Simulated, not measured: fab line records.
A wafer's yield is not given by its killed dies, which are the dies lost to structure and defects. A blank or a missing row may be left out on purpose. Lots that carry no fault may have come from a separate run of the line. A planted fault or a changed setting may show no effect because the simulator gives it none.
fab line records + flow nand-harc
[record]
- lots = 6
- wafers = 18
- last-day = 25
route steps=1159 shown A_M1@1038 END@1159
lots that met no fault: taken from a fault-free run of the same line
start-h: hours from the record's opening day to when the first of the lot's shown wafers began + wait-h: hours since the lot's step before + " unchanged from the row above + L1.1+2: several wafers, shown together as one row + - no value present, or no start provided + * or withheld: withheld + < > ~ a bound
route shown NAME@n: a module of which the file shows steps, and the number in the route of the first + usual: mean/standard deviation taken from wafers without a fault + same: alike in all rows + chamber/n: place in a boat + sites: readings site by site + _std_site: standard deviation across them + _edge_site: the outer-site mean with the inner-site mean subtracted + radius-mm: how far each site lies from the wafer's centre + mask NAME#n: copy n + behind: the tool/chamber that last shaped the wafer + hold: what put the lot on hold/how long, in hours/how the hold closed + device: which transistor (n, p or np) failed to switch + end of line: the same wafers' tests at the end of the route + step lacking rows: just its recipe + killed: not the wafer's yield, but the dies lost to structure and defects at the first sort + map: per-die view of a wafer (x killed, . not killed, _ where there is no die)
set.NAME: the setting that was run; set.NAME@STEP: the one run at that earlier step + model.NAME: the simulator's own value behind a step, which no gauge read
lots at some steps of the route; a table a step, a row a wafer
services: the hour from which a tool's chamber was out of use, counted from the record's first day as start-h (under 0 if before that day), plus the number of hours and why
[[steps]]
[step NHARC_A_M1_INSPECT_11]
[usual]
- raw-defect-count = 30/13
| lot.wafer | tool              | chamber | start-h | wait-h | raw-defect-count |
|-----------|-------------------|---------|---------|--------|------------------|
| L627.2    | defect-inspect-01 | -       | 414.20  | 0.0    | 15               |
| L627.3    | "                 | -       | "       | "      | 11               |
| L627.4    | "                 | -       | "       | "      | 19               |
| L634.2    | defect-inspect-01 | -       | 474.14  | 0.1    | 11               |
| L634.4    | "                 | -       | "       | "      | 11               |
| L634.6    | "                 | -       | "       | "      | 17               |
| L635.1    | defect-inspect-01 | -       | 480.92  | 0.0    | 23               |
| L635.2    | "                 | -       | "       | "      | 15               |
| L635.4    | "                 | -       | "       | "      | 12               |
| L633.3    | defect-inspect-02 | -       | 482.44  | 0.1    | 41               |
| L633.5    | "                 | -       | "       | "      | 36               |
| L633.6    | "                 | -       | "       | "      | 41               |
| L641.1    | defect-inspect-02 | -       | 533.01  | 0.0    | 53               |
| L641.2    | "                 | -       | "       | "      | 43               |
| L641.6    | "                 | -       | "       | "      | 45               |
| L645.1    | defect-inspect-02 | -       | 557.56  | 0.0    | 44               |
| L645.4    | "                 | -       | "       | "      | 36               |
| L645.5    | "                 | -       | "       | "      | 28               |
[step NHARC_A_M1_DESCUM_14]
[recipe]
- time-s = 3
- o2-flow-sccm = 200
- ar-flow-sccm = 0
- bias-power-w = 0
- chemistry = O2
[usual]
- drypump-motor-current-A = 5.7/0.45
- oes-product-au = 1.002/0.012
- rf-vpp-V = 57.9/0.85
- showerhead-plenum-p-Torr = 1.92/0.088
- throttle-valve-pct = 11.309/0.0086
[same]
- bias-power-w = 0
| lot.wafer | tool        | chamber | start-h | wait-h | drypump-motor-current-A | oes-product-au | rf-hours-counter-h | rf-vpp-V | showerhead-plenum-p-Torr | throttle-valve-pct |
|-----------|-------------|---------|---------|--------|-------------------------|----------------|--------------------|----------|--------------------------|--------------------|
| L627.2    | rie-diel-12 | 2       | 414.26  | 0.1    | 6.4                     | 1.009          | 1                  | 57.5     | 1.87                     | 11.297             |
| L627.4    | "           | 3       | "       | "      | 5.6                     | 0.973          | 1                  | 58.3     | 2.06                     | 11.319             |
| L627.3    | "           | 0       | "       | "      | 5.0                     | 0.994          | 1                  | 57.3     | 1.97                     | 11.305             |
| L634.4    | rie-diel-02 | 0       | 474.20  | 0.1    | 5.7                     | 0.997          | 9                  | 58.2     | 1.94                     | 11.312             |
| L634.2    | "           | 1       | "       | "      | 5.6                     | 0.992          | 9                  | 57.4     | 1.78                     | 11.301             |
| L634.6    | "           | 1       | "       | "      | 5.6                     | 0.990          | -                  | 56.4     | 1.78                     | 11.321             |
| L635.2    | rie-diel-05 | 0       | 480.99  | 0.1    | 5.2                     | 1.008          | 8                  | 57.4     | 1.96                     | 11.301             |
| L635.4    | "           | 1       | "       | "      | 5.7                     | 0.990          | 8                  | 56.9     | 1.79                     | 11.307             |
| L635.1    | "           | 2       | "       | "      | 5.5                     | 1.009          | 9                  | 56.4     | 2.01                     | 11.299             |
| L633.3    | rie-diel-12 | 1       | 482.52  | 0.1    | 5.2                     | 1.004          | 2                  | 58.5     | 1.86                     | 11.304             |
| L633.5    | "           | 2       | "       | "      | 6.4                     | 1.025          | -                  | 57.0     | 1.87                     | 11.308             |
| L633.6    | "           | 3       | "       | "      | 5.6                     | 0.988          | -                  | 59.7     | 2.06                     | 11.296             |
| L641.1    | rie-diel-12 | 0       | 533.07  | 0.1    | 5.0                     | 0.986          | 4                  | 58.4     | 1.97                     | 11.309             |
| L641.2    | "           | 2       | "       | "      | 6.4                     | 1.026          | 4                  | 58.3     | 1.87                     | 11.321             |
| L641.6    | "           | 1       | "       | "      | 5.2                     | 1.011          | -                  | 58.6     | 1.86                     | 11.299             |
| L645.4    | rie-diel-02 | 1       | 557.62  | 0.1    | 5.6                     | 1.002          | 2                  | 58.0     | 1.78                     | 11.320             |
| L645.1    | "           | 2       | "       | "      | 6.3                     | 0.993          | 2                  | 57.4     | 1.90                     | 11.296             |
| L645.5    | "           | 2       | "       | "      | 6.3                     | 0.994          | -                  | 57.5     | 1.90                     | 11.318             |
[step NHARC_A_M1_ETCH_35]
[recipe]
- target-depth-a = 400
- overetch-a = 120
- time-s = 43.94
- ion-energy-ev = 200
- n2-flow-sccm = 150
- h2-flow-sccm = 150
- ar-flow-sccm = 0
- rf-w = 400
- bias-w = 150
- chemistry = N2/H2
[step NHARC_A_M1_ETCH_15]
[recipe]
- target-depth-a = 1825
- time-s = 91.2
- c4f8-flow-sccm = withheld
- ar-flow-sccm = 400
- rf-w = 600
- bias-w = 300
- chemistry = C4F8/Ar
[usual]
- oes-product-au = 0.952/0.024
- rf-vpp-V = 441.1/3
| lot.wafer | tool        | chamber | start-h | wait-h | oes-product-au | rf-hours-counter-h | rf-vpp-V |
|-----------|-------------|---------|---------|--------|----------------|--------------------|----------|
| L627.2    | rie-diel-12 | 0       | -       | -      | 0.949          | 1                  | 442.1    |
| L627.3    | "           | 1       | "       | "      | 0.946          | 1                  | 440.0    |
| L627.4    | "           | 3       | "       | "      | 0.943          | 1                  | 445.3    |
| L634.4    | rie-diel-02 | 0       | -       | -      | 0.919          | 9                  | 441.9    |
| L634.2    | "           | 3       | "       | "      | 0.933          | 10                 | 444.9    |
| L634.6    | "           | 1       | "       | "      | 0.915          | -                  | 436.4    |
| L635.1    | rie-diel-05 | 1       | -       | -      | 0.931          | 9                  | 436.4    |
| L635.2    | "           | 3       | "       | "      | 0.903          | 8                  | 436.8    |
| L635.4    | "           | 0       | "       | "      | 0.927          | 8                  | 442.9    |
| L633.3    | rie-diel-12 | 2       | -       | -      | 0.988          | 2                  | 439.0    |
| L633.6    | "           | 2       | "       | "      | 0.976          | -                  | 440.0    |
| L633.5    | "           | 3       | "       | "      | 0.962          | -                  | 445.5    |
| L641.1    | rie-diel-12 | 1       | -       | -      | 0.935          | 4                  | 438.0    |
| L641.2    | "           | 2       | "       | "      | 0.933          | 4                  | 439.9    |
| L641.6    | "           | 0       | "       | "      | 0.907          | -                  | 442.5    |
| L645.4    | rie-diel-02 | 0       | -       | -      | 0.968          | 2                  | 441.3    |
| L645.1    | "           | 1       | "       | "      | 0.961          | 2                  | 435.2    |
| L645.5    | "           | 0       | "       | "      | 0.973          | -                  | 441.2    |
[step NHARC_A_M1_CD_MEAS_16]
[usual]
- cd-nm = 120.1/0.97
| lot.wafer | tool      | chamber | start-h | wait-h | cd-nm |
|-----------|-----------|---------|---------|--------|-------|
| L627.2    | cd-sem-03 | -       | 414.56  | -      | 121.0 |
| L627.3    | "         | -       | "       | "      | 117.5 |
| L627.4    | "         | -       | "       | "      | 121.6 |
| L634.2    | cd-sem-01 | -       | 474.51  | -      | 122.2 |
| L634.4    | "         | -       | "       | "      | 121.9 |
| L634.6    | "         | -       | "       | "      | 120.6 |
| L635.1    | cd-sem-01 | -       | 481.30  | -      | 119.1 |
| L635.2    | "         | -       | "       | "      | 119.6 |
| L635.4    | "         | -       | "       | "      | 120.3 |
| L633.3    | cd-sem-02 | -       | 482.81  | -      | 120.8 |
| L633.5    | "         | -       | "       | "      | 121.6 |
| L633.6    | "         | -       | "       | "      | 120.3 |
| L641.1    | cd-sem-03 | -       | 533.38  | -      | 120.1 |
| L641.2    | "         | -       | "       | "      | 120.8 |
| L641.6    | "         | -       | "       | "      | 121.1 |
| L645.1    | cd-sem-02 | -       | 557.93  | -      | 118.3 |
| L645.4    | "         | -       | "       | "      | 118.4 |
| L645.5    | "         | -       | "       | "      | 119.7 |
[step NHARC_A_M1_STRIP_18]
[recipe]
- power-w = 1000
- n2-flow-sccm = 150
- h2-flow-sccm = 150
- ar-flow-sccm = 0
- bias-w = 0
- chemistry = N2/H2
[usual]
- drypump-motor-current-A = 5.7/0.44
- oes-product-au = 1.001/0.014
- rf-vpp-V = 90.6/1
- showerhead-plenum-p-Torr = 2.04/0.098
- throttle-valve-pct = 14.171/0.0095
| lot.wafer | tool        | chamber | start-h | wait-h | drypump-motor-current-A | oes-product-au | rf-hours-counter-h | rf-vpp-V | showerhead-plenum-p-Torr | throttle-valve-pct |
|-----------|-------------|---------|---------|--------|-------------------------|----------------|--------------------|----------|--------------------------|--------------------|
| L627.2    | rie-diel-12 | 2       | 414.64  | 0.1    | 6.4                     | 1.015          | 1                  | 91.0     | 2.00                     | 14.173             |
| L627.4    | "           | 0       | "       | "      | 5.0                     | 0.993          | 1                  | 91.6     | 2.11                     | 14.175             |
| L627.3    | "           | 1       | "       | "      | 5.2                     | 1.010          | 1                  | 90.8     | 1.99                     | 14.175             |
| L634.2    | rie-diel-05 | 1       | 474.58  | 0.1    | 5.7                     | 0.997          | 8                  | 88.5     | 1.91                     | 14.158             |
| L634.4    | "           | 2       | "       | "      | 5.5                     | 1.018          | 9                  | 90.0     | 2.14                     | 14.161             |
| L634.6    | "           | 2       | "       | "      | 5.5                     | 1.015          | -                  | 90.4     | 2.14                     | 14.178             |
| L635.1    | rie-diel-12 | 0       | 481.37  | 0.1    | 5.0                     | 0.995          | 2                  | 91.0     | 2.11                     | 14.178             |
| L635.2    | "           | 2       | "       | "      | 6.4                     | 1.017          | 2                  | 90.2     | 2.00                     | 14.185             |
| L635.4    | "           | 3       | "       | "      | 5.6                     | 1.008          | 2                  | 90.2     | 2.20                     | 14.178             |
| L633.3    | rie-diel-02 | 1       | 482.95  | 0.1    | 5.6                     | 0.979          | 10                 | 89.2     | 1.89                     | 14.180             |
| L633.6    | "           | 2       | "       | "      | 6.3                     | 1.022          | -                  | 91.5     | 2.03                     | 14.164             |
| L633.5    | "           | 3       | "       | "      | 5.8                     | 1.020          | -                  | 91.4     | 2.18                     | 14.166             |
| L641.2    | rie-diel-12 | 0       | 533.45  | 0.1    | 5.0                     | 0.988          | 4                  | 90.8     | 2.11                     | 14.170             |
| L641.1    | "           | 2       | "       | "      | 6.4                     | 1.024          | 4                  | 90.7     | 1.99                     | 14.187             |
| L641.6    | "           | 0       | "       | "      | 5.0                     | 0.989          | -                  | 90.9     | 2.11                     | 14.164             |
| L645.4    | rie-diel-02 | 2       | 558.00  | 0.1    | 6.3                     | 0.997          | 2                  | 89.1     | 2.03                     | 14.160             |
| L645.1    | "           | 3       | "       | "      | 5.8                     | 1.020          | 2                  | 91.2     | 2.17                     | 14.178             |
| L645.5    | "           | 3       | "       | "      | 5.8                     | 1.013          | -                  | 93.7     | 2.17                     | 14.163             |
[step NHARC_A_M1_ETCH_28]
[recipe]
- target-depth-a = 300
- over-etch-frac = 0.3
- time-s = 72.99
- ion-energy-ev = 150
- cf4-flow-sccm = 50
- n2-flow-sccm = 100
- ar-flow-sccm = 150
- rf-w = 300
- bias-w = 100
- chemistry = CF4/N2
[step NHARC_A_M1_STRIP_19]
[recipe]
- time-s = 600
- temp-c = 30
- chemistry = post-etch-residue-remover
[step NHARC_A_M1_DEGAS_29]
[recipe]
- temp-c = 250
- time-s = 60
[step NHARC_A_M1_PRE_CLEAN_30]
[recipe]
- time-s = 30
- temp-c = 280
- gas = H2/He
[usual]
- heater-power-w = 404/45
| lot.wafer | tool           | chamber | start-h | wait-h | heater-power-w |
|-----------|----------------|---------|---------|--------|----------------|
| L627.4    | pvd-sputter-02 | -       | -       | -      | 390            |
| L627.3    | "              | -       | "       | "      | 329            |
| L627.2    | "              | -       | "       | "      | 389            |
| L634.4    | pvd-sputter-02 | -       | -       | -      | 393            |
| L634.2    | "              | -       | "       | "      | 454            |
| L634.6    | "              | -       | "       | "      | 328            |
| L635.1    | pvd-sputter-02 | -       | -       | -      | 382            |
| L635.2    | "              | -       | "       | "      | 328            |
| L635.4    | "              | -       | "       | "      | 462            |
| L633.3    | pvd-sputter-02 | -       | -       | -      | 335            |
| L633.6    | "              | -       | "       | "      | 331            |
| L633.5    | "              | -       | "       | "      | 444            |
| L641.1    | pvd-sputter-01 | -       | -       | -      | 461            |
| L641.2    | "              | -       | "       | "      | 418            |
| L641.6    | "              | -       | "       | "      | 411            |
| L645.1    | pvd-sputter-02 | -       | -       | -      | 390            |
| L645.4    | "              | -       | "       | "      | 456            |
| L645.5    | "              | -       | "       | "      | 396            |
[step NHARC_A_M1_PVD_20]
[recipe]
- target-thk-a = 50
- bias-v = 168.6
- power-w = 15000
- chamber-pressure-pa = 0.12
- time-s = 8.06
- substrate-temp-c = 50
- material = TaN
[usual]
- throttle-valve-pct = 29.8/0.69
| lot.wafer | tool           | chamber | start-h | wait-h | throttle-valve-pct |
|-----------|----------------|---------|---------|--------|--------------------|
| L627.4    | pvd-sputter-02 | -       | -       | -      | 29.0               |
| L627.3    | "              | -       | "       | "      | 30.4               |
| L627.2    | "              | -       | "       | "      | 29.3               |
| L634.2    | pvd-sputter-02 | -       | -       | -      | 29.0               |
| L634.4    | "              | -       | "       | "      | 29.6               |
| L634.6    | "              | -       | "       | "      | 29.1               |
| L635.4    | pvd-sputter-02 | -       | -       | -      | 29.5               |
| L635.2    | "              | -       | "       | "      | 28.8               |
| L635.1    | "              | -       | "       | "      | 30.0               |
| L633.3    | pvd-sputter-02 | -       | -       | -      | 29.0               |
| L633.5    | "              | -       | "       | "      | 29.8               |
| L633.6    | "              | -       | "       | "      | 30.5               |
| L641.2    | pvd-sputter-01 | -       | -       | -      | 30.1               |
| L641.1    | "              | -       | "       | "      | 29.4               |
| L641.6    | "              | -       | "       | "      | 29.7               |
| L645.4    | pvd-sputter-02 | -       | -       | -      | 29.0               |
| L645.1    | "              | -       | "       | "      | 29.8               |
| L645.5    | "              | -       | "       | "      | 29.5               |
[step NHARC_A_M1_PVD_21]
[recipe]
- target-thk-a = 300
- chamber-pressure-pa = 5
- power-w = 5000
- substrate-temp-c = 30
- time-s = 20.49
- material = Cu
[step NHARC_A_M1_ECD_22]
[recipe]
- target-thk-a = 4000
- bath-temp-c = 25
- material = Cu
| lot.wafer  | tool      | chamber | start-h | wait-h |
|------------|-----------|---------|---------|--------|
| L627.2+3+4 | ecd-cu-01 | 1,0,1   | 415.73  | -      |
| L634.2+4+6 | ecd-cu-02 | 1,0,1   | 475.60  | -      |
| L635.1+2+4 | ecd-cu-02 | 0,1,0   | 482.41  | -      |
| L633.3+6+5 | ecd-cu-01 | 1,1,0   | 484.03  | -      |
| L641.2+1+6 | ecd-cu-01 | 0,1,1   | 534.69  | -      |
| L645.1+4+5 | ecd-cu-02 | 0       | 559.04  | -      |
[step NHARC_A_M1_ANNEAL_31]
[recipe]
- temp-c = 225
- time-s = 90
[step NHARC_A_M1_CMP_23]
[recipe]
- t-overpolish-s = 20
- target-thk-nm = 154.34
[step NHARC_A_M1_THK_MEAS_24]
[recipe]
- thk-meas-gauge = xrf
[usual]
- thk-nm = 154.4/1.6
| lot.wafer | tool          | chamber | start-h | wait-h | thk-nm |
|-----------|---------------|---------|---------|--------|--------|
| L627.2    | film-metro-01 | -       | 416.74  | -      | 154.5  |
| L627.3    | "             | -       | "       | "      | 154.6  |
| L627.4    | "             | -       | "       | "      | 155.4  |
| L634.2    | film-metro-01 | -       | 476.69  | -      | 152.6  |
| L634.4    | "             | -       | "       | "      | 152.3  |
| L634.6    | "             | -       | "       | "      | 155.5  |
| L635.1    | film-metro-01 | -       | 483.45  | -      | 153.1  |
| L635.2    | "             | -       | "       | "      | 154.7  |
| L635.4    | "             | -       | "       | "      | 153.9  |
| L633.3    | film-metro-02 | -       | 484.96  | -      | 153.5  |
| L633.5    | "             | -       | "       | "      | 154.7  |
| L633.6    | "             | -       | "       | "      | 156.1  |
| L641.1    | film-metro-01 | -       | 535.73  | -      | 153.4  |
| L641.2    | "             | -       | "       | "      | 153.9  |
| L641.6    | "             | -       | "       | "      | 152.1  |
| L645.1    | film-metro-01 | -       | 560.43  | -      | 153.8  |
| L645.4    | "             | -       | "       | "      | 153.1  |
| L645.5    | "             | -       | "       | "      | 154.2  |
[step NHARC_A_M1_SRD_25]
[step NHARC_END_SORT_01]
[recipe]
- temp-c = 25
[usual]
- defect-limited-yield = 95.5/1.5
- killed-at-array = 27/10
- killed-at-other = 0.6/0.96
- killed-at-periphery = 3.4/2.7
- killed-dies = 31/10
- killed-open = 2.9/1.8
- killed-short = 1.8/1.4
- sort_bin_2_pct = 1.4/0.66
- sort_bin_3_pct = 0.25/0.23
- sort_bin_4_pct = 2.8/0.94
- sort-n-pass = 646/10
- sort-rim-yield-pct = 96.2/2.6
- sort-yield-pct = 95.5/1.5
[same]
- gross-dies = 677
- sort_bin_5_pct[%] = 0
- sort_bin_6_pct[%] = 0
- sort_bin_7_pct[%] = 0
- sort_bin_8_pct[%] = 0
- sort-rim-n-gross = 106.00
| lot.wafer | tool      | chamber | start-h | wait-h | defect-limited-yield[%] | killed-at-array | killed-at-other | killed-at-periphery | killed-dies | killed-open | killed-short | sort_bin_2_pct[%] | sort_bin_3_pct[%] | sort_bin_4_pct[%] | sort-n-pass | sort-rim-yield-pct[%] | sort-yield-pct[%] |
|-----------|-----------|---------|---------|--------|-------------------------|-----------------|-----------------|---------------------|-------------|-------------|--------------|-------------------|-------------------|-------------------|-------------|-----------------------|-------------------|
| L627.2    | prober-01 | 0       | 465.92  | 2.8    | 97.3                    | 13              | 1               | 4                   | 18          | 2           | 1            | 1.0               | 0                 | 1.6               | 659         | 100.0                 | 97.3              |
| L627.3    | prober-01 | 0       | 466.72  | 3.1    | 97.8                    | 12              | 0               | 3                   | 15          | 3           | 1            | 0                 | 0                 | 2.2               | 662         | 97.2                  | 97.8              |
| L627.4    | prober-01 | 0       | 467.53  | 3.4    | 96.0                    | 19              | 0               | 8                   | 27          | 1           | 0            | 1.3               | 0.30              | 2.4               | 650         | 96.2                  | 96.0              |
| L634.2    | prober-01 | 0       | 524.31  | 2.8    | 38.7                    | 413             | 1               | 1                   | 415         | 0           | 2            | 22.0              | 4.87              | 34.4              | 262         | 39.6                  | 38.7              |
| L634.4    | prober-01 | 0       | 525.92  | 3.4    | 34.4                    | 441             | 2               | 1                   | 444         | 2           | 4            | 25.4              | 3.55              | 36.6              | 233         | 34.9                  | 34.4              |
| L634.6    | prober-01 | 0       | 527.53  | 4.0    | 36.2                    | 429             | 1               | 2                   | 432         | 2           | 3            | 23.3              | 5.61              | 34.9              | 245         | 34.0                  | 36.2              |
| L635.1    | prober-01 | 0       | 529.36  | 2.5    | 35.5                    | 434             | 2               | 1                   | 437         | 1           | 2            | 22.5              | 4.14              | 38.0              | 240         | 34.9                  | 35.5              |
| L635.2    | prober-01 | 0       | 530.17  | 2.8    | 35.5                    | 435             | 0               | 2                   | 437         | 1           | 1            | 23.3              | 4.43              | 36.8              | 240         | 23.6                  | 35.5              |
| L635.4    | prober-01 | 0       | 531.78  | 3.4    | 35.3                    | 437             | 1               | 0                   | 438         | 0           | 0            | 25.6              | 5.47              | 33.7              | 239         | 26.4                  | 35.3              |
| L645.1    | prober-02 | 0       | 592.46  | 2.5    | 93.2                    | 39              | 0               | 7                   | 46          | 1           | 2            | 2.2               | 0.74              | 3.8               | 631         | 89.6                  | 93.2              |
| L645.4    | prober-02 | 0       | 594.85  | 3.4    | 95.0                    | 28              | 0               | 6                   | 34          | 2           | 5            | 1.3               | 0.59              | 3.1               | 643         | 97.2                  | 95.0              |
| L645.5    | prober-02 | 0       | 595.65  | 3.7    | 96.5                    | 20              | 2               | 2                   | 24          | 0           | 0            | 1.8               | 0.30              | 1.5               | 653         | 99.1                  | 96.5              |
// killed by level:class
L627.2 A_CHANNEL_HOLE_D1:chamber-film-flake=4 P_CONTACT:chamber-film-flake=3 A_STAIRCASE:chamber-film-flake=2 A_CONTACT:chamber-film-flake=2 A_CHANNEL_FILL_D1:geometric-particle:short=1 A_CONTACT:geometric-particle:open=1 A_M0:geometric-particle:open=1 P_ZERO_WELL:chamber-film-flake=1
L627.3 A_CHANNEL_HOLE_D1:chamber-film-flake=5 P_CONTACT:chamber-film-flake=2 A_STAIRCASE:chamber-film-flake=2 P_GATE:geometric-particle:open=1 A_M1:chamber-film-flake=1 A_CHANNEL_FILL_D1:geometric-particle:open=1 A_WL_FILL:geometric-particle:short=1 A_BLC:geometric-particle:open=1
L627.4 P_CONTACT:chamber-film-flake=8 A_STAIRCASE:chamber-film-flake=8 A_CONTACT:chamber-film-flake=5 A_CHANNEL_HOLE_D1:chamber-film-flake=4 A_BLC:geometric-particle:open=1 A_SLIT:chamber-film-flake=1
L634.2 A_M1:unspecified=405 A_CHANNEL_HOLE_D1:chamber-film-flake=2 A_STAIRCASE:chamber-film-flake=2 A_WL_FILL:geometric-particle:short=1 A_CONTACT:geometric-particle:short=1 P_STI:chamber-film-flake=1 A_ZERO_WELL:chamber-film-flake=1 A_CONTACT:chamber-film-flake=1
L634.4 A_M1:unspecified=432 A_CHANNEL_HOLE_D1:chamber-film-flake=4 A_CHANNEL_FILL_D1:geometric-particle:short=2 A_SOURCE_PLATE:geometric-particle:short=1 A_M0:geometric-particle:short=1 A_M0:geometric-particle:open=1 P_STI:chamber-film-flake=1 STARTING-WAFER:geometric-particle:open=1
L634.6 A_M1:unspecified=411 A_CHANNEL_HOLE_D1:chamber-film-flake=6 A_ZERO_WELL:chamber-film-flake=3 P_STI:chamber-film-flake=2 A_CONTACT:chamber-film-flake=2 A_ONON_D1:geometric-particle:short=1 A_CHANNEL_FILL_D1:geometric-particle:open=1 A_SGD_CUT:geometric-particle:short=1
L635.1 A_M1:unspecified=420 A_CONTACT:chamber-film-flake=7 A_CHANNEL_HOLE_D1:chamber-film-flake=4 P_GATE:geometric-particle:short=1 A_SOURCE_PLATE:geometric-particle:short=1 STARTING-WAFER:geometric-particle:open=1 A_STAIRCASE:chamber-film-flake=1 A_SLIT:chamber-film-flake=1
L635.2 A_M1:unspecified=425 A_CONTACT:chamber-film-flake=6 A_CHANNEL_HOLE_D1:chamber-film-flake=2 P_M2:geometric-particle:open=1 A_ONON_D1:geometric-particle:short=1 P_STI:chamber-film-flake=1 A_ZERO_WELL:chamber-film-flake=1
L635.4 A_M1:unspecified=431 A_CONTACT:chamber-film-flake=4 A_CHANNEL_HOLE_D1:chamber-film-flake=2 THIN_TSV:chamber-film-flake=1
L645.1 A_SLIT:chamber-film-flake=25 A_M0:chamber-film-flake=5 P_STI:chamber-film-flake=3 P_CONTACT:chamber-film-flake=3 A_CONTACT:chamber-film-flake=3 A_SOURCE_PLATE:geometric-particle:short=1 A_WL_FILL:geometric-particle:short=1 A_CONTACT:geometric-particle:open=1
L645.4 A_SLIT:chamber-film-flake=19 P_CONTACT:chamber-film-flake=4 A_CONTACT:geometric-particle:open=2 P_M0:geometric-particle:short=1 A_CHANNEL_HOLE_D1:geometric-particle:short=1 A_SGD_CUT:geometric-particle:short=1 A_WL_FILL:geometric-particle:short=1 A_M0:geometric-particle:short=1
L645.5 A_SLIT:chamber-film-flake=15 A_M0:chamber-film-flake=3 P_GATE:chamber-film-flake=1 P_CONTACT:chamber-film-flake=1 A_CHANNEL_HOLE_D1:chamber-film-flake=1 A_CONTACT:chamber-film-flake=1 THIN_TSV:chamber-film-flake=1 HYBRID_BOND:latent=1
// map L634.4 (x killed, . not)
____________x____________
_________x.x.x.x_________
_______xxxx...x.xx_______
______xx.xx.xxxxx..______
_____.xx.x.xxx.xxx.x_____
____xxxx.xx.x...xxxx.____
____..xxxxxxxx.x.x..x____
___....xx.xx.xx....x..___
___xxx.xx.xxx.xxxx.xx.___
__xx.xx...x.x..x.x..x.x__
__xx.xxxxx..xxxxxx..xxx__
_x.xx.xxx.xxx.xx.xxxxxx._
_xx...x.xxxxxxxx.x.xx.xx_
_xx..xxxxx..xxxx...xxxxx_
_x.xxxxx.xxxxx.x.xx..x.x_
_.xxxxxxxxxxx.xxx...xxxx_
xxx.xx.x....x..xxx.x.xx.x
xxx.xxx...x.xx.xxxxx.xx.x
.x..x..xxxxxxx..x.x.xxx.x
x.xxxxx...xxxxxx.x.xxxxx.
.x.xxxxx.xxxxxx.xxxxxxxxx
_x.x..x.xx..x.xxxxxx..xx_
_xxx.xx.x.xx.x.xxxxx..xx_
_.xxx..xxxxxx..xx.xxxxx._
_.xx.xx.xx.xxxx..xx...xx_
_x....xxx.x..xxxx.xxx.xx_
__xxx.x.x.x.x.x.xx..xx.__
__xxx......xxxxxxxxxxx.__
___x.xx.x....xx..xx..x___
___xx.xxxxx.x..xxxxx..___
____xx.x.xxxxxxxxxx.x____
____x.x..xx..xxxx.xxx____
_____.xx.xxxx...xxxx_____
______x.xx.xxx.x.xx______
_______...xxx.x..._______
_________x..xxxx_________
____________x____________
// map L635.4 (x killed, . not)
____________x____________
_________xxxx.xx_________
_______xx.xx..xxx._______
______xxx..x..x..xx______
_____x.x..x.xxxxx.xx_____
____xx...xx.x.xx..xx.____
____xx.xx..xxxxx.xxxx____
___...x..x.x.xxx..xxxx___
___.xxx.xxx.x..xxx.x.x___
__x..xx...xxxx..x.x.xxx__
__x..xxxxxx.xxx.xxx.xxx__
_xx.x..xxx...xxxxxx.xxxx_
_.xxx.x..x..x.xxxx..xxxx_
_xx.x...x...x.x.xx..xx.x_
_.x....xxxxx.x..xxx.xxxx_
_.x...x....x.xx.x..x...._
x.xx.x.xxxxx...xxxx...xx.
x.x.x.x..xxxxxxxx..xx.x..
xxxxxx.xx.xxx.x.xxxxxx.xx
.x....xx.x.xxx.x...xx....
.xxxxxxxx.xxxx.x.xxxxx.xx
_xx.xxx.xxxx.xxxxxxx.xxx_
_x.xx.xxxxxxx..xx..xxxx._
_x..xx.x.xxx.xxx.x.xxxxx_
_x...x.xxx.xx.xxxxxxxxxx_
_x.xx.xxx..xxx..xxxxxxxx_
__x.x..xx...xxxxx.x...x__
__x.xx.xxxxxx..xx..xxxx__
___xx.xxx..x.xx.xxxxx.___
___xxxxxxx.xxxxxxxxxxx___
____xxx...xxxx..x.xxx____
____.x..xx.x.xxxx..x.____
_____xxxxx.x..xxxxx._____
______.xx.xxxx..xxx______
_______...xx...xxx_______
_________x.xxx.x_________
____________x____________
[[services]]
| tool           | chamber | start-h | hours | kind   |
|----------------|---------|---------|-------|--------|
| pvd-sputter-02 | -       | 392.14  | 10.0  | pm     |
| rie-diel-02    | -       | 395.66  | 2.1   | repair |
| rie-diel-12    | 0       | 412.91  | -     | clean  |
| rie-diel-12    | 1       | 412.91  | -     | clean  |
| rie-diel-12    | 2       | 412.91  | -     | clean  |
| rie-diel-12    | 3       | 412.91  | -     | clean  |
| rie-diel-05    | -       | 414.97  | 1.8   | repair |
| rie-diel-12    | 0       | 437.41  | -     | clean  |
| rie-diel-12    | 1       | 437.41  | -     | clean  |
| rie-diel-12    | 2       | 437.41  | -     | clean  |
| rie-diel-12    | 3       | 437.41  | -     | clean  |
| ecd-cu-01      | -       | 448.36  | 8.0   | pm     |
| rie-diel-12    | 0       | 461.91  | -     | clean  |
| rie-diel-12    | 1       | 461.91  | -     | clean  |
| rie-diel-12    | 2       | 461.91  | -     | clean  |
| ecd-cu-02      | -       | 477.21  | 2.0   | repair |
| rie-diel-05    | 2       | 489.47  | 4.9   | repair |
| rie-diel-12    | 0       | 489.96  | 3.9   | repair |
| rie-diel-02    | -       | 504.70  | 9.0   | pm     |
| rie-diel-05    | -       | 517.60  | 9.0   | pm     |
| ecd-cu-02      | -       | 532.48  | 8.0   | pm     |
| rie-diel-05    | 1       | 533.22  | 13.6  | repair |
| rie-diel-12    | -       | 534.13  | 0.4   | repair |
| rie-diel-12    | -       | 556.41  | 9.0   | pm     |
[[key]]
[first-sign]
- step = NHARC_END_SORT_01
- reading = killed-dies
- direction = up
- sigmas = 40
- usual = 31
- struck = 434
[effect]
- step = NHARC_END_SORT_01
- reading = defect-limited-yield
- direction = down
- sigmas = 40
- usual = 95.5
- struck = 35.9
[more-kills-born-at]
- NHARC_A_M1_ECD_22@ecd-cu-02 = 2524
met-at NHARC_A_M1_ECD_22
struck-wafers L634.2,L634.4,L634.6,L635.1,L635.2,L635.4
[fault]
- kind = chamber-particle-source
- tool = ecd-cu-02
- chamber = -
- onset-h = 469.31
- steps = NHARC_A_M1_ECD_22
- rate-per-visit-cm2 = 1.0596
- end-h = 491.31
